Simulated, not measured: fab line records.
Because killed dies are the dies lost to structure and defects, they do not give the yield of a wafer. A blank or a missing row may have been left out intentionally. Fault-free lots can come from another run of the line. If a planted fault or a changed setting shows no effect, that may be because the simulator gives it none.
Matching of chambers ; flow n5_finfet ; cmp-01 running N5_GATE_CUT_CMP_43: 4 sister chambers
The step polishes SiO2. 8 wafers are shown with their chamber, then 10 later ones without.

WAFERS PAIRED WITH THEIR CHAMBERS
wafer;chamber;motor_current_A (A)
L079.1;2;11.3
L083.1;1;12.5
L083.3;0;14.6
L091.1;3;11.2
L091.4;2;11.1
L091.6;3;11.3
L091.2;0;14.5
L091.3;1;12.4

WAFERS MISSING THEIR CHAMBER
wafer;motor_current_A (A)
L091.5;10.7
L092.2;14.0
L092.3;12.6
L092.6;11.2
L096.1;12.2
L096.3;11.2
L096.4;14.5
L097.1;11.3
L097.3;14.8
L097.6;11.4

CHAMBER TAKEN BY EACH
wafer;from the rows above;in truth
L091.5;can't be placed: 2 or 3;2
L092.2;0;0
L092.3;1;1
L092.6;can't be placed: 2 or 3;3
L096.1;1;1
L096.3;can't be placed: 2 or 3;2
L096.4;0;0
L097.1;can't be placed: 3 or 2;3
L097.3;0;0
L097.6;can't be placed: 3 or 2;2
5 of 10 placed correctly. Can't be placed from these rows: 5 (the true chamber is among the candidates in 5). Placed wrongly: 0.
How it was worked out, from the rows above alone: a wafer's distance from a chamber is the root of the sum, over the readings, of the square of ((its reading less the chamber's mean) divided by the reading's scatter). The wafer belongs to the nearest chamber; if the next one is less than 2 further off, it can't be placed. Each chamber's mean is taken over the wafers shown for it. The scatter: take each reading less its chamber's mean, square it, sum over the shown wafers, divide by the number of wafers less the number of chambers, and take the root.
